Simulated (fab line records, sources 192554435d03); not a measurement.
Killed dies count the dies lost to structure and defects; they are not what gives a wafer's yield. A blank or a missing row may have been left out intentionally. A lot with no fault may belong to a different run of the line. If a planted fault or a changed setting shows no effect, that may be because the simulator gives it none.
What tool caused it? :: flow n5 finfet :: Sampling: 6 lots, 18 wafers, 2 of 1938 route steps

## WHAT THE GAUGES SHOWED, per wafer
N5_BEOL_M11_THK_MEAS_01.
lot: L450
measured: day 12 20:22
on: film metro-02
M11_ILD_THK (nm): 266.7 273.6 269.3

lot: L453
measured: day 14 02:14
on: film metro-01
M11_ILD_THK (nm): 265.6 269.4 267.5

lot: L468
measured: day 18 22:44
on: film metro-01
M11_ILD_THK (nm): 267.9 269.4 266.6

lot: L464
measured: day 19 03:26
on: film metro-01
M11_ILD_THK (nm): 267.6 267.0 265.3

lot: L467
measured: day 19 21:59
on: film metro-02
M11_ILD_THK (nm): 267.2 268.2 272.3

lot: L466
measured: day 20 09:34
on: film metro-01
M11_ILD_THK (nm): 264.8 265.5 268.1

## WHICH TOOL RAN EACH LOT (tool, then ch and the chambers of the sampled wafers, then the start)
lot: L450
N5_BEOL_M10_PRE_CLEAN_45: pvd sputter-01, day 12 17:26

lot: L453
N5_BEOL_M10_PRE_CLEAN_45: pvd sputter-01, day 14 00:02

lot: L468
N5_BEOL_M10_PRE_CLEAN_45: pvd sputter-02, day 18 20:18

lot: L464
N5_BEOL_M10_PRE_CLEAN_45: pvd sputter-01, day 19 01:10

lot: L467
N5_BEOL_M10_PRE_CLEAN_45: pvd sputter-03, day 19 19:42

lot: L466
N5_BEOL_M10_PRE_CLEAN_45: pvd sputter-03, day 20 06:36
- N5_BEOL_M10_PRE_CLEAN_45: time 30 s.

## THE ANSWER, worked out from the rows above alone
Rule: usual is defined by the lots themselves. Put in order of their means at a reading, lots are off if they are a third of the lots or fewer, leave a main group of 4 or more, and stand apart from it by a gap of 3 or more times the standard deviation of the main group's means; of several such gaps the widest counts. A main group is skipped when, at the precision printed for the reading in the tables above, its means are all equal. A lot without any number at a reading at which 4 lots or more have one is off too. Any other lot the step has rows for is counted as sound.
Nothing can be told from this: no lot is off at any reading shown.

## WHAT THE SIMULATOR HAD PUT IN
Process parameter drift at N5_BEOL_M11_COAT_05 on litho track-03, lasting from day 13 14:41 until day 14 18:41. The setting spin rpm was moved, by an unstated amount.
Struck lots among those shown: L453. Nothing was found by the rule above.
